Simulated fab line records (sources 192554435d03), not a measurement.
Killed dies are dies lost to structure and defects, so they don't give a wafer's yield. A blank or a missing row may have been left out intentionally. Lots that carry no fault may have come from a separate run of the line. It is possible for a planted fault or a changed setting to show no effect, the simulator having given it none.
Split-lot experiment -- flow n5 finfet -- 7 lots, 21 wafers read, on a route of 1938 steps

## ABOUT THE SPLIT
At N5_BEOL_M13_EXPOSE_25 (exposes mask M13, target cd 210 nm), the setting dose mj was moved away from the recipe's 22 on 8 of the 21 wafers read, by -4.4% to +6.6%. This setting was run at the recipe's value on the other wafers.

## FROM THE SPLIT TO THE READING: what the file shows between them, 2 steps
- N5_BEOL_M13_DEVELOP_27: develop time 45 s (also split here: develop time s)
- N5_BEOL_M13_HARDBAKE_32: time 120 s

## THE READING
cd nm at N5_BEOL_M13_CD_MEAS_28, given in nm (cd target 209.5 nm). A value of 209.2 nm with a standard deviation of 1.3 nm is what fault-free wafers of this fab line usually give.

wafer,"tool, chamber at the split",dose mj as run,against the recipe,"cd nm, nm",against lot-mates on the recipe
L076.4,"krf scanner-02, 0",22,recipe,209.9,-
L076.5,"krf scanner-02, 0",22,recipe,208.4,-
L076.6,"krf scanner-02, 0",22,recipe,210.3,-
L077.1,"krf scanner-01, 0",22,recipe,211.1,-
L077.2,"krf scanner-01, 0",23.28,+5.8%,215.7,+4.6
L077.6,"krf scanner-01, 0",23.28,+5.8%,215.0,+3.9
L084.1,"krf scanner-01, 0",23.45,+6.6%,215.2,+5.4
L084.2,"krf scanner-01, 0",22,recipe,209.8,-
L084.3,"krf scanner-01, 0",23.45,+6.6%,215.2,+5.4
L085.3,"krf scanner-01, 0",23.46,+6.6%,215.2,+7.2
L085.5,"krf scanner-01, 0",22,recipe,206.9,-
L085.6,"krf scanner-01, 0",22,recipe,209.1,-
L090.1,"krf scanner-01, 0",22,recipe,208.5,-
L090.2,"krf scanner-01, 0",21.03,-4.4%,204.6,-4.2
L090.4,"krf scanner-01, 0",22,recipe,209.0,-
L093.3,"krf scanner-02, 0",22,recipe,209.0,-
L093.5,"krf scanner-02, 0",21.16,-3.8%,204.7,-4.5
L093.6,"krf scanner-02, 0",22,recipe,209.3,-
L097.1,"krf scanner-01, 0",22,recipe,210.0,-
L097.2,"krf scanner-01, 0",22.93,+4.2%,213.3,+3.4
L097.5,"krf scanner-01, 0",22,recipe,209.9,-

FIT RESULTS
A straight line over all 21 wafers: cd nm changes by +0.979 nm for each +1% of dose mj; r = +0.96; the points scatter about the line by 0.9 nm.
The same after taking each lot's own level away (the mean of its wafers on the recipe; 21 wafers): +0.886 nm for each +1%; r = +0.97; scatter 0.71 nm.
According to that fit, moving dose mj by its largest amount changes the reading by 5.9 nm.
The span of the lots' own levels, 208.00 to 211.10 nm, comes to 2.4 times the standard deviation stated above.
Thus the slope moves with the lot-to-lot level: the two fits are different.
Check: with one of the wafers moved furthest among these (+6.6%) left out of the fit, the line predicts +5.41 nm for it against its lot-mates. Against them it came out at +7.2 nm.

## OTHER SPLITS APPLIED TO THESE WAFERS
These wafers also went through other splits before the reading. Each is held against what the fit with the lots' levels taken away leaves over:
other split on the same wafers,wafers away from the commonest value,r with cd nm (lot level and that fit taken away)
N5_BEOL_M13_DEVELOP_27 develop time s,4,+0.06

## THE WHOLE CHAIN: every reading that the file lists as answering this split, in the file's order
step,what it does,reading,change (the file's fit),r (the file's)
N5_BEOL_M13_CD_MEAS_28,target cd 209.5 nm,cd nm,+0.904 nm for each +1% of the setting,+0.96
N5_BEOL_M13_DESCUM_33,"chemistry O2, time 7.9 s","BEOL_M13.cd nm (the simulator's own value, which no gauge read)",+0.925 nm for each +1% of the setting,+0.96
N5_BEOL_M13_ETCH_67,"etches SiARC in CF4, target depth 143 nm, time 238.3 s","BEOL_M13.cd nm (the simulator's own value, which no gauge read)",+0.905 nm for each +1% of the setting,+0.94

## THE FILE'S OWN FIT
cd nm changes by +0.904 nm for each +1% of dose mj, r = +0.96.
